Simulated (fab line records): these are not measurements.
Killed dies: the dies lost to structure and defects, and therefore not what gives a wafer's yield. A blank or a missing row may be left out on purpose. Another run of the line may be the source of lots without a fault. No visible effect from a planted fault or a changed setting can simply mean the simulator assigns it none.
Chamber matching + flow n5 finfet + rie diel-05 running N5_BEOL_M4_ETCH_64: 4 sister chambers
The step etches SOC in N2/H2, target depth 75 nm, overetch 22.5 nm, time 121.9 s. 4 wafers are shown with their chamber, then 9 later ones without.

## WAFERS WITH THEIR CHAMBER
| wafer  | chamber | showerhead plenum p Torr (Torr) |
|--------|---------|---------------------------------|
| L082.5 | 0       | 2.52                            |
| L083.2 | 3       | 2.49                            |
| L087.5 | 1       | 2.52                            |
| L087.6 | 2       | 2.62                            |

## WAFERS WITH NO CHAMBER GIVEN
| wafer  | showerhead plenum p Torr (Torr) |
|--------|---------------------------------|
| L089.2 | 2.51                            |
| L089.5 | 2.51                            |
| L089.6 | 2.52                            |
| L091.1 | 2.51                            |
| L091.2 | 2.52                            |
| L091.6 | 2.52                            |
| L095.1 | 2.51                            |
| L095.2 | 2.61                            |
| L095.6 | 2.50                            |

## THE CHAMBER EACH PASSED THROUGH
| wafer  | from the rows above          | in truth |
|--------|------------------------------|----------|
| L089.2 | can't be placed: 0 or 1 or 3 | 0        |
| L089.5 | can't be placed: 0 or 1 or 3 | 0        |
| L089.6 | can't be placed: 0 or 1      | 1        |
| L091.1 | can't be placed: 0 or 1 or 3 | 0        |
| L091.2 | can't be placed: 0 or 1      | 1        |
| L091.6 | can't be placed: 0 or 1      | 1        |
| L095.1 | can't be placed: 0 or 1 or 3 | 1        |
| L095.2 | 2                            | 2        |
| L095.6 | can't be placed: 3 or 0 or 1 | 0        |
Correctly placed: 1 of 9. Not placeable from these rows: 8 (in 8, the candidates include the true chamber). Number placed wrongly: 0.
How it was worked out, from the rows above alone: a wafer's distance from a chamber is the root of the sum, over the readings, of the square of ((its reading less the chamber's mean) divided by the reading's scatter). The wafer belongs to the nearest chamber; if the next one is less than 2 further off, it can't be placed. A chamber's mean is the mean of its shown wafers. The scatter: with one shown wafer a chamber, the root of the mean of the squares of how far each hidden wafer lies from its nearest shown one.
